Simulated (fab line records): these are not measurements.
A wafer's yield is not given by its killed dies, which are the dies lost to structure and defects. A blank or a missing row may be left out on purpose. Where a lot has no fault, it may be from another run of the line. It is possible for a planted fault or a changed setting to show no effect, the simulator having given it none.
Chamber matching || flow nandHarc || NHARC_A_STAIRCASE_ETCH_313 on rieDiel-03: 4 sister chambers
The step etches the open film in CF4/CHF3. 18 wafers are shown with their chamber, then 9 later ones without.

## WAFERS, EACH WITH ITS CHAMBER
{"wafer": "L074.1", "chamber": 1, "showerheadPlenumPTorr (Torr)": 1.53, "drypumpMotorCurrentA (A)": 6.4, "rfVppV (V)": 368.0}
{"wafer": "L074.2", "chamber": 0, "showerheadPlenumPTorr (Torr)": 1.52, "drypumpMotorCurrentA (A)": 6.1, "rfVppV (V)": 369.1}
{"wafer": "L074.6", "chamber": 2, "showerheadPlenumPTorr (Torr)": 1.47, "drypumpMotorCurrentA (A)": 5.9, "rfVppV (V)": 367.2}
{"wafer": "L075.2", "chamber": 0, "showerheadPlenumPTorr (Torr)": 1.52, "drypumpMotorCurrentA (A)": 6.1, "rfVppV (V)": 369.5}
{"wafer": "L075.4", "chamber": 2, "showerheadPlenumPTorr (Torr)": 1.47, "drypumpMotorCurrentA (A)": 5.9, "rfVppV (V)": 367.4}
{"wafer": "L075.5", "chamber": 1, "showerheadPlenumPTorr (Torr)": 1.53, "drypumpMotorCurrentA (A)": 6.4, "rfVppV (V)": 369.3}
{"wafer": "L076.1", "chamber": 3, "showerheadPlenumPTorr (Torr)": 1.63, "drypumpMotorCurrentA (A)": 6.2, "rfVppV (V)": 372.6}
{"wafer": "L076.3", "chamber": 0, "showerheadPlenumPTorr (Torr)": 1.52, "drypumpMotorCurrentA (A)": 6.1, "rfVppV (V)": 368.7}
{"wafer": "L076.6", "chamber": 1, "showerheadPlenumPTorr (Torr)": 1.53, "drypumpMotorCurrentA (A)": 6.3, "rfVppV (V)": 368.7}
{"wafer": "L078.1", "chamber": 1, "showerheadPlenumPTorr (Torr)": 1.53, "drypumpMotorCurrentA (A)": 6.4, "rfVppV (V)": 369.6}
{"wafer": "L078.2", "chamber": 3, "showerheadPlenumPTorr (Torr)": 1.63, "drypumpMotorCurrentA (A)": 6.2, "rfVppV (V)": 374.7}
{"wafer": "L078.4", "chamber": 2, "showerheadPlenumPTorr (Torr)": 1.47, "drypumpMotorCurrentA (A)": 5.9, "rfVppV (V)": 367.8}
{"wafer": "L084.1", "chamber": 2, "showerheadPlenumPTorr (Torr)": 1.47, "drypumpMotorCurrentA (A)": 5.9, "rfVppV (V)": 367.6}
{"wafer": "L084.2", "chamber": 3, "showerheadPlenumPTorr (Torr)": 1.63, "drypumpMotorCurrentA (A)": 6.1, "rfVppV (V)": 372.5}
{"wafer": "L084.6", "chamber": 1, "showerheadPlenumPTorr (Torr)": 1.52, "drypumpMotorCurrentA (A)": 6.4, "rfVppV (V)": 369.2}
{"wafer": "L082.1", "chamber": 2, "showerheadPlenumPTorr (Torr)": 1.47, "drypumpMotorCurrentA (A)": 5.9, "rfVppV (V)": 366.6}
{"wafer": "L082.3", "chamber": 3, "showerheadPlenumPTorr (Torr)": 1.63, "drypumpMotorCurrentA (A)": 6.2, "rfVppV (V)": 372.0}
{"wafer": "L082.4", "chamber": 0, "showerheadPlenumPTorr (Torr)": 1.52, "drypumpMotorCurrentA (A)": 6.1, "rfVppV (V)": 368.0}

SIGNATURES, as means of the wafers listed above
{"reading": "showerheadPlenumPTorr", "chamber 0": 1.5200, "chamber 1": 1.5280, "chamber 2": 1.4700, "chamber 3": 1.6300, "scatter within a chamber": 0.00239}
{"reading": "drypumpMotorCurrentA", "chamber 0": 6.100, "chamber 1": 6.380, "chamber 2": 5.900, "chamber 3": 6.175, "scatter within a chamber": 0.0333}
{"reading": "rfVppV", "chamber 0": 368.825, "chamber 1": 368.960, "chamber 2": 367.320, "chamber 3": 372.950, "scatter within a chamber": 0.753}
Rule: for a wafer and a chamber, the distance is found by dividing, reading by reading, the gap between the wafer's reading and the chamber's mean by the reading's scatter, squaring, summing and taking the root. If the next closest chamber is less than 2 further off than the closest, the wafer can't be placed; otherwise it belongs to the closest. The scatter: take each reading less its chamber's mean, square it, sum over the shown wafers, divide by the number of wafers less the number of chambers, and take the root.

## WAFERS WITHOUT THEIR CHAMBER
{"wafer": "L086.1", "showerheadPlenumPTorr (Torr)": 1.47, "drypumpMotorCurrentA (A)": 5.9, "rfVppV (V)": 367.4}
{"wafer": "L086.2", "showerheadPlenumPTorr (Torr)": 1.63, "drypumpMotorCurrentA (A)": 6.2, "rfVppV (V)": 371.6}
{"wafer": "L086.4", "showerheadPlenumPTorr (Torr)": 1.52, "drypumpMotorCurrentA (A)": 6.1, "rfVppV (V)": 368.7}
{"wafer": "L089.2", "showerheadPlenumPTorr (Torr)": 1.46, "drypumpMotorCurrentA (A)": 5.9, "rfVppV (V)": 367.1}
{"wafer": "L089.4", "showerheadPlenumPTorr (Torr)": 1.52, "drypumpMotorCurrentA (A)": 6.4, "rfVppV (V)": 368.8}
{"wafer": "L089.6", "showerheadPlenumPTorr (Torr)": 1.52, "drypumpMotorCurrentA (A)": 6.3, "rfVppV (V)": 368.8}
{"wafer": "L097.2", "showerheadPlenumPTorr (Torr)": 1.70, "drypumpMotorCurrentA (A)": 5.9, "rfVppV (V)": 375.1}
{"wafer": "L097.4", "showerheadPlenumPTorr (Torr)": 1.52, "drypumpMotorCurrentA (A)": 6.4, "rfVppV (V)": 369.3}
{"wafer": "L097.5", "showerheadPlenumPTorr (Torr)": 1.62, "drypumpMotorCurrentA (A)": 6.2, "rfVppV (V)": 371.2}

## WHICH CHAMBER EACH WENT THROUGH
{"wafer": "L086.1", "from the rows above": 2, "in truth": 2}
{"wafer": "L086.2", "from the rows above": 3, "in truth": 3}
{"wafer": "L086.4", "from the rows above": 0, "in truth": 0}
{"wafer": "L089.2", "from the rows above": 2, "in truth": 2}
{"wafer": "L089.4", "from the rows above": 1, "in truth": 1}
{"wafer": "L089.6", "from the rows above": "can't be placed: 1 or 0", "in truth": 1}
{"wafer": "L097.2", "from the rows above": 3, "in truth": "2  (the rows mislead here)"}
{"wafer": "L097.4", "from the rows above": 1, "in truth": 1}
{"wafer": "L097.5", "from the rows above": 3, "in truth": 3}
7 of 9 placed correctly. Can't be placed from these rows: 1 (the true chamber is among the candidates in 1). 1 placed wrongly.
